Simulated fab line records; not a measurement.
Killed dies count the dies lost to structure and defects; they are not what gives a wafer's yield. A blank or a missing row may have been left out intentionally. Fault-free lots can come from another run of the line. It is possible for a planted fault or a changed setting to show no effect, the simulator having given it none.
A lot that was struck, set against a sound lot + flow n5 finfet + 15 steps out of a route of 1938
Sound: the wafers L672.2, L672.5, L672.6. Struck: wafers L677.1, L677.3. (L677.2 of the same lot was not struck and is left out.) The cause comes at the end.
Each step with rows lists, per side, the tool, then ch with its chambers, then its first start. Under that, the readings that differ: sound wafers + struck wafers + difference of the means + sigmas: that difference in standard deviations of wafers without a fault.
alike: readings whose means differ by less than 2 such deviations, and words and numbers that are the same on both sides. not compared: withheld readings, readings that some wafer has no value for, bounds like >300 that may hide the same value, and numbers for which the record gives no deviation and whose values overlap.
Wherever a step has rows on one side only, a row that says differs or no value, or a row with sigmas, the two part there. When numbers do not overlap yet have no deviation, they are printed without sigmas and do not part them. A reading missing from all wafers of one side parts the sides only when that side holds two or more wafers.

first, 3 steps without rows for these wafers: N5_HKMG_FIN_ALD_71 (deposits TiN, target thk 1 nm, pulse time 1 s, purge time 3 s); N5_HKMG_FIN_COAT_66 (time 60 s, resist thk 300 nm); N5_HKMG_FIN_ETCH_67 (etches SOC in N2/H2, stops on TiN, target depth 388.9 nm).
N5_HKMG_FIN_STRIP_90: strips SOC in N2/H2, time 20 s.
  sound on rie diel-01 ch 2,3, day 5 09:02; struck on rie diel-05 ch 2,3, day 6 12:36
  alike: drypump motor current A, n2 flow sccm, oes product au, rf vpp V, showerhead plenum p Torr, throttle valve pct
  not compared: rf hours counter h
then, 1 step without rows for these wafers: N5_HKMG_FIN_WET_ETCH_73 (etches the open film in SC1, time 42.3 s, target depth 1.3 nm, rinse time 30 s).
N5_HKMG_FIN_ETCHBACK_68: etches the open film in Cl2/Ar, stops on HfO2, target depth 0.5 nm.
  sound on rie metal-01 ch 0,1, day 5 09:12; struck on rie metal-01 ch 1, day 6 12:45
  alike: drypump motor current A, oes product au, throttle valve pct
  not compared: rf hours counter h
then, 1 step without rows for these wafers: N5_HKMG_FIN_STRIP_69 (strips in N2/H2, time 360 s).
N5_HKMG_FIN_ALD_21: deposits TiN, target thk 1.5 nm, pulse time 1 s, purge time 3 s.
  sound on ald metal-01 ch 0,1, day 5 09:43; struck on ald metal-02 ch 2,3, day 6 13:17
  alike: heater power w, precursor pulse height rel
  not compared: since wet clean h
N5_HKMG_FIN_ALD_72: deposits W, target thk 2 nm, pulse time 1 s, purge time 2 s.
  sound on cvd w-01 ch 0,1, day 5 10:05; struck on cvd w-02 ch 0,1, day 6 13:38
  alike: heater power w, precursor pulse height rel
  not compared: since wet clean h
then, 3 steps without rows for these wafers: N5_HKMG_FIN_W_FILL_22 (material W, target thk 60 nm, time 18.2 s); N5_HKMG_FIN_PRECLEAN_83 (cleans in DIW, time 57.5 s); N5_HKMG_FIN_SRD_84 (dry time 32 s).
N5_HKMG_FIN_CMP_23: polishes, stops on SiNx, t overpolish 10 s, target thk 46.326 nm.
  sound on cmp-03 ch 0,1, day 5 10:16; struck on cmp-03 ch 2,3, day 6 14:02
| reading                | sound              | struck      | difference | sigmas      |
|------------------------|--------------------|-------------|------------|-------------|
| overpolish run s (s)   | 10.005 9.995 9.999 | 4.608 8.280 | -3.556     | -99 or more |
| time to endpoint s (s) | 17.3 11.5 13.9     | 23.6 20.0   | +7.6       | +4          |
  alike: motor current A
N5_HKMG_FIN_CMP_94: polishes, stops on SiNx, t overpolish 4.7 s, target thk 43.299 nm.
  sound on cmp-03 ch 0,1, day 5 10:44; struck on cmp-03 ch 2,3, day 6 14:28
  alike: motor current A
-- record jumps: 4 days separate the struck wafers' starts on either side; left off in module HKMG_FIN, taken up again in module BEOL_M4, whose first shown step is the route's number 1111 --
N5_BEOL_M4_RC_MEAS_101:
  sound on prober-02 ch 0, day 9 11:02; struck on prober-01 ch 0, day 11 02:23
| reading        | sound          | struck    | difference | sigmas |
|----------------|----------------|-----------|------------|--------|
| DIBL_N (mV/V)  | 32.9 35.6 35.2 | 38.2 39.7 | +4.4       | +2     |
| DIBL_P (mV/V)  | 32.1 35.7 36.3 | 38.4 40.7 | +4.8       | +2     |
| IOFF_N (nA/um) | 0.10 0.15 0.14 | 0.20 0.24 | +0.09      | +3     |
| IOFF_P (nA/um) | 0.13 0.18 0.18 | 0.22 0.26 | +0.08      | +2     |
| ION_N (uA/um)  | 644 671 648    | 697 690   | +39        | +3     |
| SS_N (mV/dec)  | 70.9 71.2 70.9 | 72.0 73.6 | +1.8       | +3     |
| SS_P (mV/dec)  | 71.7 72.7 73.5 | 73.7 74.4 | +1.4       | +2     |
| VT_N (mV)      | 258 250 256    | 246 244   | -10        | -2     |
  alike: ION_P, VT_P

== WHERE THEY PART ==
Last at N5_BEOL_M4_RC_MEAS_101 as far as this record goes, first at N5_HKMG_FIN_CMP_23.

WHY: what the simulator had put in
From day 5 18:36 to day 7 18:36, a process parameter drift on cmp-03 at N5_HKMG_FIN_CMP_23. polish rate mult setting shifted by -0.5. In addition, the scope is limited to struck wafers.
